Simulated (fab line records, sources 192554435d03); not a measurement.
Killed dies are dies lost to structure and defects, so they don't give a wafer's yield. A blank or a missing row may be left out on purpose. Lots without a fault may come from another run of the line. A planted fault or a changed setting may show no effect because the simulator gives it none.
A struck lot beside a sound one | flow n5_finfet | 15 steps out of a route of 1938
Sound: wafers L824.1, L824.4, L824.6. Struck: wafers L830.1, L830.5. (L830.2 of the same lot was not struck and is left out.) The cause comes at the end.
At each step with rows: each side's tool, then ch and its chambers, then its first start. Under that, the readings that differ: sound wafers | struck wafers | difference of the means | sigmas: that difference in standard deviations of wafers without a fault.
alike: readings whose means differ by less than 2 such deviations, and words and numbers that are the same on both sides. not compared: withheld readings, readings that some wafer has no value for, bounds like >300 that may hide the same value, and numbers for which the record gives no deviation and whose values overlap.
The two part at a step that has a row with sigmas, a row that says differs or no value, or rows on one side only. Numbers that don't overlap but have no deviation are shown without sigmas and don't part them. A reading that every wafer of one side lacks parts them only if that side has two wafers or more.

first, 8 steps without rows for these wafers: N5_MIM_TOP_LITHO_HMDS_01 (time 60 s); N5_MIM_TOP_LITHO_COAT_02; N5_MIM_TOP_LITHO_EBR_04; N5_MIM_TOP_LITHO_SOFTBAKE_03 (time 90 s); N5_MIM_TOP_LITHO_EXPOSE_05 (exposes mask MIM TOP, target cd 2000 nm); N5_MIM_TOP_LITHO_PEB_06; N5_MIM_TOP_LITHO_DEVELOP_07 (develop time 60 s); N5_MIM_TOP_LITHO_HARDBAKE_09 (time 120 s).
N5_MIM_TOP_LITHO_CD_MEAS_08: target cd 2000 nm.
  sound on cd_sem-02 ch 0, day 13 21:36; struck on cd_sem-01 ch 0, day 16 02:25
  reading    | sound                | struck        | difference | sigmas
  cd_nm (nm) | 2000.9 2000.8 1999.4 | 1995.3 1997.8 | -3.8       | -2
N5_MIM_TOP_LITHO_OVL_MEAS_11:
  sound on overlay-01 ch 0, day 13 21:38; struck on overlay-02 ch 0, day 16 02:27
  alike: MIM_TOP_OVL
N5_MIM_TOP_LITHO_INSPECT_12: inspects for defects (macro).
  sound on defect_inspect-01, day 13 21:39; struck on defect_inspect-02, day 16 02:29
  alike: raw_defect_count
N5_MIM_TOP_LITHO_DESCUM_10: chemistry O2, time 7.9 s.
  sound on rie_diel-03 ch 1,2,3, day 13 21:41; struck on rie_diel-04 ch 0,3, day 16 02:31
  alike: drypump_motor_current_A, oes_product_au, rf_vpp_V, showerhead_plenum_p_Torr, throttle_valve_pct
  not compared: rf_hours_counter_h
N5_MIM_TOP_ETCH_ETCH_00: etches TiN in Cl2/BCl3, target depth 38.5 nm.
  sound on rie_metal-01 ch 0,1, day 13 21:46; struck on rie_metal-02 ch 1, day 16 02:37
  reading                     | sound             | struck      | difference | sigmas
  drypump_motor_current_A (A) | 5.1 5.0 5.1       | 6.1 6.1     | +1.0       | +2
  mfc_cl2_sccm (sccm)         | 53.09 53.21 53.03 | 73.15 73.21 | +20.07     | +99 or more
  throttle_valve_pct (%)      | 22.9 22.2 22.9    | 25.1 25.1   | +2.4       | +7
  alike: bcl3_flow_sccm, oes_product_au
  not compared: rf_hours_counter_h
N5_MIM_TOP_ETCH_STRIP_01: strips in O2.
  sound on rie_diel-06 ch 0,1,3, day 13 21:55; struck on rie_diel-06 ch 1,3, day 16 02:45
  alike: drypump_motor_current_A, oes_product_au, rf_vpp_V, showerhead_plenum_p_Torr, throttle_valve_pct
  not compared: rf_hours_counter_h
then, 1 step without rows for these wafers: N5_PASSIVATION_PROBE_49.

WHERE THEY PART
First at N5_MIM_TOP_LITHO_CD_MEAS_08; last, within this record, at N5_MIM_TOP_ETCH_ETCH_00. Later steps at which nothing parts them and some readings are alike: N5_MIM_TOP_ETCH_STRIP_01.

WHY: what the simulator had put in
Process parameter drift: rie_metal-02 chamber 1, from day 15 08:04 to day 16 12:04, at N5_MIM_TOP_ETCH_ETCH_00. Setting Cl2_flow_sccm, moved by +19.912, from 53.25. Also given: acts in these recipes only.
